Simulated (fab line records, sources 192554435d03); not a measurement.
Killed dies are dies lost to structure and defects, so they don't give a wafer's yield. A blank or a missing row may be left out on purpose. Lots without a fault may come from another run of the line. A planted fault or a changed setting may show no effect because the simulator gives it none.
Chamber matching | flow n5_finfet | N5_BEOL_M11_ALD_74 on ald_metal-03: 4 sister chambers
The step deposits TaN, target thk 2 nm, pulse time 2 s, purge time 3 s. 20 wafers are shown with their chamber, then 10 later ones without.

WAFERS WITH THEIR CHAMBER
wafer  | chamber | heater_power_outer_w (W) | heater_power_w (W) | susceptor_temp_C (C)
L074.4 | 2       | 245                      | 454                | 275.09
L074.5 | 2       | 245                      | 451                | 275.14
L074.6 | 1       | 222                      | 399                | 275.07
L076.1 | 2       | 244                      | 440                | 274.98
L076.2 | 3       | 222                      | 406                | 275.00
L076.5 | 3       | 224                      | 396                | 275.03
L080.1 | 3       | 227                      | 395                | 275.10
L080.3 | 2       | 251                      | 461                | 274.56
L080.6 | 0       | 198                      | 392                | 275.12
L082.2 | 2       | 249                      | 457                | 274.89
L082.3 | 3       | 224                      | 397                | 275.08
L082.5 | 0       | 202                      | 378                | 275.00
L083.1 | 2       | 245                      | 443                | 275.22
L083.5 | 2       | 247                      | 452                | 275.14
L083.6 | 3       | 223                      | 394                | 275.07
L087.3 | 0       | 200                      | 377                | 274.95
L087.5 | 1       | 223                      | 395                | 275.04
L087.6 | 0       | 201                      | 381                | 275.13
L088.1 | 3       | 226                      | 393                | 275.09
L088.2 | 1       | 221                      | 392                | 275.00

SIGNATURES (means of the wafers above)
reading              | chamber 0 | chamber 1 | chamber 2 | chamber 3 | scatter within a chamber
heater_power_outer_w | 200.25    | 222.00    | 246.57    | 224.33    | 2.06
heater_power_w       | 382.00    | 395.33    | 451.14    | 396.83    | 6.17
susceptor_temp_C     | 275.0500  | 275.0367  | 275.0029  | 275.0617  | 0.145
Rule: a wafer's distance from a chamber is the root of the sum, over the readings, of the square of ((its reading less the chamber's mean) divided by the reading's scatter). The wafer belongs to the nearest chamber; if the next one is less than 2 further off, it can't be placed. The scatter: the root of (the sum of the squares of (reading less its chamber's mean) over the shown wafers, divided by (wafers less chambers)).

WAFERS WITHOUT THEIR CHAMBER
wafer  | heater_power_outer_w (W) | heater_power_w (W) | susceptor_temp_C (C)
L088.5 | 218                      | 403                | 275.24
L094.1 | 225                      | 390                | 274.85
L094.5 | 196                      | 387                | 274.83
L094.6 | 226                      | 392                | 274.95
L096.1 | 199                      | 374                | 274.76
L096.3 | 220                      | 387                | 275.17
L096.5 | 222                      | 392                | 275.25
L097.1 | 219                      | 391                | 275.19
L097.2 | 199                      | 379                | 275.20
L097.3 | 222                      | 397                | 274.82

WHICH CHAMBER EACH WENT THROUGH
wafer  | from the rows above     | in truth
L088.5 | can't be placed: 1 or 3 | 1
L094.1 | can't be placed: 3 or 1 | 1
L094.5 | 0                       | 0
L094.6 | can't be placed: 3 or 1 | 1
L096.1 | 0                       | 0
L096.3 | can't be placed: 1 or 3 | 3
L096.5 | can't be placed: 1 or 3 | 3
L097.1 | can't be placed: 1 or 3 | 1
L097.2 | 0                       | 0
L097.3 | can't be placed: 1 or 3 | 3
Placed correctly: 3 of 10. Can't be placed from these rows: 7 (the true chamber is among the candidates in 7). Placed wrongly: 0.
